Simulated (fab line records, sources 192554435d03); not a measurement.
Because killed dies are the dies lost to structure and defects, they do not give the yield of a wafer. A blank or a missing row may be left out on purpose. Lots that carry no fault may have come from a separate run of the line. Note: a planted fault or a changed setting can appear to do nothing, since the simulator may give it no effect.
Split-lot trial + flow n5-finfet + on a route of 1938 steps: 7 lots, 21 wafers read

== THE SPLIT ITSELF ==
At N5_BEOL_M13_EXPOSE_25 (exposes mask M13, target cd 210 nm), the setting dose-mj was moved away from the recipe's 22 on 3 of the 21 wafers read, by -6.1% to +2.1%. This setting was run at the recipe's value on the other wafers.

== FROM THE SPLIT TO THE READING: what the file shows between them, 4 steps ==
- N5_BEOL_M13_PEB_26: peb time 90 s
- N5_BEOL_M13_DEVELOP_27: develop time 45 s
- N5_BEOL_M13_DESCUM_33: chemistry O2, time 7.9 s
- N5_BEOL_M13_ETCH_67: etches SiARC in CF4, target depth 143 nm, time 238.3 s

== THE READING ==
BEOL_M13.cd-nm (the simulator's own value, which no gauge read), in nm, at N5_BEOL_M13_ETCH_68 (etches SOC in N2/H2, time 355 s). No usual value for it is given in the file. Across the 18 wafers here that went through the recipe, the average is 210.2 nm and the standard deviation 2.1 nm.

| wafer  | tool, chamber at the split | dose-mj as run | against the recipe | BEOL_M13.cd-nm, nm | against lot-mates on the recipe |
|--------|----------------------------|----------------|--------------------|--------------------|---------------------------------|
| L080.1 | krf-scanner-01, 0          | 22             | recipe             | 211                | -                               |
| L080.5 | krf-scanner-01, 0          | 22             | recipe             | 211                | -                               |
| L080.4 | krf-scanner-01, 0          | 22             | recipe             | 212.8              | -                               |
| L083.1 | krf-scanner-01, 0          | 22             | recipe             | 213.6              | -                               |
| L083.4 | krf-scanner-01, 0          | 22             | recipe             | 212.4              | -                               |
| L083.5 | krf-scanner-01, 0          | 22             | recipe             | 211.6              | -                               |
| L085.3 | krf-scanner-01, 0          | 22             | recipe             | 211.8              | -                               |
| L085.5 | krf-scanner-01, 0          | 22             | recipe             | 210.8              | -                               |
| L085.6 | krf-scanner-01, 0          | 22.47          | +2.1%              | 213.8              | +2.5                            |
| L088.1 | krf-scanner-01, 0          | 20.66          | -6.1%              | 204                | -6.0                            |
| L088.2 | krf-scanner-01, 0          | 22             | recipe             | 209.2              | -                               |
| L088.6 | krf-scanner-01, 0          | 22             | recipe             | 210.8              | -                               |
| L087.1 | krf-scanner-01, 0          | 22             | recipe             | 210.4              | -                               |
| L087.2 | krf-scanner-01, 0          | 22             | recipe             | 211.8              | -                               |
| L087.6 | krf-scanner-01, 0          | 22             | recipe             | 209.8              | -                               |
| L095.1 | krf-scanner-01, 0          | 22             | recipe             | 206.6              | -                               |
| L095.3 | krf-scanner-01, 0          | 22             | recipe             | 206.8              | -                               |
| L095.4 | krf-scanner-01, 0          | 22             | recipe             | 205.8              | -                               |
| L096.3 | krf-scanner-02, 0          | 21.32          | -3.1%              | 206                | -3.1                            |
| L096.5 | krf-scanner-02, 0          | 22             | recipe             | 208.6              | -                               |
| L096.6 | krf-scanner-02, 0          | 22             | recipe             | 209.6              | -                               |

FIT RESULTS
A straight line over all 21 wafers: BEOL_M13.cd-nm changes by +1.15 nm for each +1% of dose-mj; r = +0.66; the points scatter about the line by 2.1 nm.
The same after taking each lot's own level away (the mean of its wafers on the recipe; 21 wafers): +1.01 nm for each +1%; r = +0.92; scatter 0.7 nm.
On that fit, the largest move of dose-mj shifts the reading by 6.1 nm.
The lots' own levels span 206.40 to 212.53 nm, that is 2.9 times the standard deviation above.
So the lot-to-lot level blurs the effect unless lot-mates are compared.
Check: with one of the wafers moved furthest among these (-6.1%) left out of the fit, the line predicts -6.43 nm for it against its lot-mates. Against them it came out at -6 nm.

== THE OTHER SPLITS THESE WAFERS WENT THROUGH ==
Note: prior to the reading, these wafers also went through further splits. Each is held against what the fit with the lots' levels taken away leaves over:
| other split on the same wafers     | wafers away from the commonest value | r with BEOL_M13.cd-nm (lot level and that fit taken away) |
|------------------------------------|--------------------------------------|-----------------------------------------------------------|
| N5_BEOL_M10_HM_DEP_02 target-thk-a | 5                                    | +0.17                                                     |
| N5_BEOL_M10_PEB_26 peb-time-s      | 4                                    | -0.25                                                     |
| N5_BEOL_M10_VIA_ETCH_34 bias-w     | 7                                    | +0.15                                                     |
| N5_BEOL_M11_CURE_72 time-s         | 10                                   | -0.02                                                     |
| N5_BEOL_M12_SPUTTER_44 time-s      | 6                                    | -0.16                                                     |

== THE WHOLE CHAIN: every reading that the file lists as answering this split, in the file's order ==
| step                  | what it does                                           | reading                                                         | change (the file's fit)               | r (the file's) |
|-----------------------|--------------------------------------------------------|-----------------------------------------------------------------|---------------------------------------|----------------|
| N5_BEOL_M13_DESCUM_33 | chemistry O2, time 7.9 s                               | BEOL_M13.cd-nm (the simulator's own value, which no gauge read) | +0.832 nm for each +1% of the setting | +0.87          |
| N5_BEOL_M13_ETCH_67   | etches SiARC in CF4, target depth 143 nm, time 238.3 s | BEOL_M13.cd-nm (the simulator's own value, which no gauge read) | +0.936 nm for each +1% of the setting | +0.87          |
| N5_BEOL_M13_ETCH_68   | etches SOC in N2/H2, time 355 s                        | BEOL_M13.cd-nm (the simulator's own value, which no gauge read) | +1 nm for each +1% of the setting     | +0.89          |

== THE FILE'S OWN FIT ==
BEOL_M13.cd-nm changes by +1 nm for each +1% of dose-mj, r = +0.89.
